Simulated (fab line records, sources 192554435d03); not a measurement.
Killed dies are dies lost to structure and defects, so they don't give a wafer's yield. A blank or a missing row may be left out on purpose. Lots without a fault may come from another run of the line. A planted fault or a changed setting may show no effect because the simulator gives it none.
Problem report in the 8D (eight disciplines) form, filled by code | flow n5_finfet | the parts of the form that need people (team, actions taken, sign-off) are left out

1. THE PROBLEM
trench_depth_nm at N5_BEOL_M12_OCD_MEAS_35 reads a mean of 258 nm on 3 wafers of 3 lots; wafers without a fault read 321 nm with a standard deviation of 5.6. That is -11 standard deviations from the usual mean.
First seen on wafer L490.2, day 12 08:01, on ocd-01. The record holds 18 wafers of 7 lots with a number at this step. Rule for "out", or "out of limits": more than 4 standard deviations from the usual mean. The other wafers with a number count as sound.

2. WHAT IT IS AND WHAT IT IS NOT
question                    | is                     | is not
which readings at this step | trench_depth_nm        | -
which lots                  | L490, L493, L494       | L488, L499, L502, L505
which wafers of those lots  | L490.2, L493.5, L494.5 | L490.3, L493.3, L494.4
read on which gauges        | ocd-01, ocd-02         | -
when                        | from day 12 08:01      | up to then (4 sound wafers); but 11 sound wafers of L493, L494, L499, L502, L505 came after

3. SUSPECTS, AND WHAT RULES EACH OUT
Counting: a tool at a process step up to the reading stays a suspect if it ran every lot that is out. Sound lots after the first of them don't rule it out here, since some wafers of a struck lot are sound.
- the gauge at N5_BEOL_M12_OCD_MEAS_35: ruled out. The wafers that are out were read on 2 gauges (ocd-01, ocd-02).
- rie_diel-04 at N5_BEOL_M12_TRENCH_ETCH_34 (etches SiOC in C4F8/O2/Ar, target depth 318.95 nm, time 125.5 s): kept. It ran every lot that is out, first L490 (day 12 07:52); its last sound lot up to then is L488 (day 12 00:56).
Left after counting: rie_diel-04 at N5_BEOL_M12_TRENCH_ETCH_34.

4. THE CAUSE (what the simulator had put in)
Process parameter drift: rie_diel-04, from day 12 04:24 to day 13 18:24, at N5_BEOL_M12_TRENCH_ETCH_34. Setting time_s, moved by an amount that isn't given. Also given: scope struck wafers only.
Counting left only this tool.

5. THE CHAIN OF EFFECTS, in route order
Each row: a reading whose mean over the struck wafers that have a number lies more than 3 standard deviations from the usual. Only readings for which the record gives a usual standard deviation are gone through. hours: the time from each lot's start at the first step in this table that gives one to its start at this step, as a median over the lots. sigmas: the change in usual standard deviations.
hours | step                    | reading           | usual         | on struck wafers | change  | sigmas
0     | N5_BEOL_M12_OCD_MEAS_35 | trench_depth_nm   | 321 nm        | 258              | -63     | -11
2     | N5_BEOL_M12_THK_MEAS_50 | M12_THK           | 325 nm        | 262              | -63     | -10
3     | N5_BEOL_M12_RS_MEAS_54  | M12_RS            | 0.0596 ohm/sq | 0.0747           | +0.0151 | +14
24    | N5_BEOL_M15_RC_MEAS_101 | SERP_M12          | 0.636 ohm/um  | 0.810            | +0.174  | +8.3
24    | N5_BEOL_M15_RC_MEAS_101 | SERP_M12_max_site | 0.649 ohm/um  | 0.825            | +0.176  | +7.7

6. WHAT WOULD HAVE CAUGHT IT SOONER
In this record the first reading out of limits at a measuring or inspecting step was taken at day 12 08:01, 4 hours after the fault began at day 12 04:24.
Of the tool readings at N5_BEOL_M12_TRENCH_ETCH_34 for which the record gives a usual standard deviation, none was out on any struck wafer, so an alarm limit of 4 standard deviations on them would not have fired.
Of the lots that are out (3), L493, L494 began N5_BEOL_M12_TRENCH_ETCH_34 on rie_diel-04 after day 12 08:01. A hold on the tool at that time would have spared those 2.
